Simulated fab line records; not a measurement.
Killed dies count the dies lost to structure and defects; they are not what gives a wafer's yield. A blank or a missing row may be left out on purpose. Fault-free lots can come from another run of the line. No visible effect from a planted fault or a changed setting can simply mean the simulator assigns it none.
The tool behind it: which one?    flow nand harc    6 lots with 18 wafers sampled at 4 steps, on a route of 1302 steps

## WHAT THE GAUGES SHOWED, per wafer
NHARC_END_SORT_01.
lot   measured      on         killed dies
L730  day 24 22:47  prober-02  81 90 79
L739  day 29 04:59  prober-02  66 56 70

## TOOL THAT RAN EACH LOT (tool first, then ch and the chambers of the sampled wafers, then the start)
lot   NHARC_A_SGD_CUT_DESCUM_14           NHARC_A_SGD_CUT_ETCH_15                        NHARC_A_SLIT_DEP_25
L730  rie diel-03 ch 2,3, day 19 15:56    rie diel-03 ch 1,2, day 19 22:32 or earlier    pecvd-01 ch 0,1, day 19 22:32
L731  rie diel-03 ch 0,3, day 20 22:34    rie diel-03 ch 1,3, day 21 04:51 or earlier    pecvd-01 ch 0,1,2, day 21 04:51
L739  rie diel-12 ch 0,2,3, day 23 22:11  rie diel-12 ch 0,2, day 24 04:49 or earlier    pecvd-02 ch 0,2, day 24 04:49
L743  rie diel-08 ch 1,2,3, day 25 00:35  rie diel-08 ch 0,2,3, day 25 07:50 or earlier  pecvd-01 ch 0,2, day 25 07:50
L749  rie diel-12 ch 2,3, day 27 21:01    rie diel-12 ch 0,2,3, day 28 04:36 or earlier  pecvd-01 ch 0,1,2, day 28 04:36
L751  rie diel-08 ch 0,2,3, day 28 06:05  rie diel-08 ch 0,2,3, day 28 11:04 or earlier  pecvd-03 ch 0,2, day 28 11:04
- NHARC_A_SGD_CUT_DESCUM_14: chemistry O2, time 3 s.
- NHARC_A_SGD_CUT_ETCH_15: etches the open film in CH3F/O2, target depth 75 nm, time 64.3 s.
- NHARC_A_SLIT_DEP_25: deposits SiO2, target thk 200 nm.

## THE ANSWER, worked out from the rows above alone
Rule: what is usual is taken from the lots themselves. Put in order of their means at a reading, lots are off if they are a third of the lots or fewer, leave a main group of 4 or more, and stand apart from it by a gap of 3 or more times the standard deviation of the main group's means; of several such gaps the widest counts. A main group is skipped when, at the precision printed for the reading in the tables above, its means are all equal. A lot without any number at a reading at which 4 lots or more have one is off too. Where the step has rows for the other lots, those lots are counted as sound.
Across all readings shown, no lot is off: no conclusion can be drawn from this.

## WHAT THE SIMULATOR PUT IN
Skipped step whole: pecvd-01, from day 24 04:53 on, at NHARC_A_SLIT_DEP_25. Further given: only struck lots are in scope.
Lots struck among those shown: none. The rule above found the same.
